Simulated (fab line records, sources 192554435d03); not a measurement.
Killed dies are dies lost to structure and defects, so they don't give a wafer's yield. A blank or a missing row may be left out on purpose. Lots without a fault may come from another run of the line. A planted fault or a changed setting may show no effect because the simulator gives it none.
Chamber matching | flow n5_finfet | N5_MOL_CONTACT_COAG_ALD_20 on ald_metal-02: 4 sister chambers
The step deposits TiN, target thk 1.5 nm, pulse time 1 s, purge time 3 s. 14 wafers are shown with their chamber, then 7 later ones without.

WAFERS WITH THEIR CHAMBER
wafer  | chamber | heater_power_w (W) | susceptor_temp_C (C) | precursor_pulse_height_rel
L998.1 | 0       | 901                | 399.89               | 1.030
L998.2 | 2       | 884                | 400.00               | 0.998
L998.3 | 1       | 742                | 400.11               | 0.988
L999.1 | 3       | 895                | 399.80               | 1.006
L999.2 | 1       | 744                | 399.52               | 0.995
L999.4 | 2       | 877                | 399.69               | 1.005
L107.1 | 1       | 725                | 399.94               | 1.005
L107.2 | 0       | 867                | 399.72               | 0.971
L107.6 | 2       | 879                | 399.81               | 1.005
L108.1 | 2       | 885                | 400.10               | 1.006
L108.5 | 1       | 726                | 400.04               | 0.999
L108.6 | 2       | 885                | 400.14               | 1.000
L113.3 | 3       | 891                | 399.77               | 0.983
L113.5 | 1       | 752                | 399.85               | 1.001

SIGNATURES (means of the wafers above)
reading                    | chamber 0 | chamber 1 | chamber 2 | chamber 3 | scatter within a chamber
heater_power_w             | 884.00    | 737.80    | 882.00    | 893.00    | 11
susceptor_temp_C           | 399.8050  | 399.8920  | 399.9480  | 399.7850  | 0.194
precursor_pulse_height_rel | 1.00050   | 0.99760   | 1.00280   | 0.99450   | 0.0149
Rule: a wafer's distance from a chamber is the root of the sum, over the readings, of the square of ((its reading less the chamber's mean) divided by the reading's scatter). The wafer belongs to the nearest chamber; if the next one is less than 2 further off, it can't be placed. The scatter: the root of (the sum of the squares of (reading less its chamber's mean) over the shown wafers, divided by (wafers less chambers)).

WAFERS WITHOUT THEIR CHAMBER
wafer  | heater_power_w (W) | susceptor_temp_C (C) | precursor_pulse_height_rel
L113.6 | 882                | 400.00               | 0.972
L117.1 | 872                | 400.15               | 0.976
L117.2 | 726                | 400.06               | 1.022
L117.6 | 925                | 399.78               | 0.989
L118.3 | 895                | 400.14               | 1.019
L118.5 | 866                | 399.99               | 1.003
L118.6 | 886                | 400.00               | 1.015

WHICH CHAMBER EACH WENT THROUGH
wafer  | from the rows above          | in truth
L113.6 | can't be placed: 2 or 3 or 0 | 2
L117.1 | can't be placed: 2 or 0 or 3 | 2
L117.2 | 1                            | 1
L117.6 | can't be placed: 3 or 0 or 2 | 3
L118.3 | can't be placed: 2 or 0 or 3 | 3
L118.5 | can't be placed: 2 or 0 or 3 | 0
L118.6 | can't be placed: 2 or 0 or 3 | 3
Placed correctly: 1 of 7. Can't be placed from these rows: 6 (the true chamber is among the candidates in 6). Placed wrongly: 0.
